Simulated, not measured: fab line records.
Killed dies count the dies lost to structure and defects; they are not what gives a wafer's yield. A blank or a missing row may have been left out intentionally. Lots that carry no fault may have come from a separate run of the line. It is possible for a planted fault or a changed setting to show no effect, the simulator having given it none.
Chamber matching -- flow n5Finfet -- aldSin-03 running N5_BEOL_M0_SAQP_SPACER2_ALD_26: 4 sister chambers
The step deposits SiO2, target thk 15 nm, pulse time 1 s, purge time 2 s. 20 wafers are shown with their chamber, then 10 later ones without.

## WAFERS, EACH WITH ITS CHAMBER
wafer,chamber,heaterPowerW (W),chamberPressureTorr (Torr),precursorPulseHeightRel
L074.2,0,484,1.997,1.007
L074.3,2,370,1.995,1.014
L074.4,3,425,1.998,1.007
L077.2,2,363,2.000,0.996
L077.3,3,433,1.995,0.969
L077.4,1,440,1.994,0.972
L080.3,1,448,1.996,1.028
L080.4,2,382,2.001,0.989
L080.5,2,361,1.995,0.958
L087.1,2,368,2.001,1.000
L087.2,1,436,1.996,0.991
L087.3,3,428,1.997,0.980
L088.2,0,480,1.997,1.031
L088.5,2,383,1.988,1.025
L088.6,1,451,1.997,1.016
L090.2,3,430,2.000,1.031
L090.3,2,379,1.994,0.970
L090.6,0,475,2.001,0.996
L094.1,3,417,1.999,1.013
L094.3,2,376,2.001,0.991

SIGNATURES, as means of the wafers listed above
reading,chamber 0,chamber 1,chamber 2,chamber 3,scatter within a chamber
heaterPowerW,479.67,443.75,372.75,426.60,7.24
chamberPressureTorr,1.99833,1.99575,1.99687,1.99780,0.0034
precursorPulseHeightRel,1.01133,1.00175,0.99287,1.00000,0.0229
Rule: a wafer lies at a distance from a chamber equal to the root of the sum of squares, over the readings, of (its reading less the chamber's mean, divided by the reading's scatter). The wafer belongs to the nearest chamber; if the next one is less than 2 further off, it can't be placed. The scatter: take each reading less its chamber's mean, square it, sum over the shown wafers, divide by the number of wafers less the number of chambers, and take the root.

## WAFERS WITHOUT THEIR CHAMBER
wafer,heaterPowerW (W),chamberPressureTorr (Torr),precursorPulseHeightRel
L094.4,472,1.997,1.011
L095.2,487,2.005,0.974
L095.4,362,2.002,0.975
L095.5,424,1.994,1.029
L096.1,426,2.002,1.008
L096.3,384,2.007,1.001
L096.6,431,2.003,0.967
L097.3,370,2.000,1.022
L097.4,427,1.996,1.009
L097.6,440,1.996,0.998

## WHICH CHAMBER EACH ONE RAN IN
wafer,from the rows above,in truth
L094.4,0,0
L095.2,0,0
L095.4,2,2
L095.5,can't be placed: 3 or 1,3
L096.1,can't be placed: 3 or 1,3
L096.3,2,2
L096.6,can't be placed: 3 or 1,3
L097.3,2,2
L097.4,can't be placed: 3 or 1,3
L097.6,can't be placed: 1 or 3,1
Placed correctly: 5 of 10. Cannot be placed on the basis of these rows: 5; the candidates contain the true chamber in 5. Placed wrongly: 0.
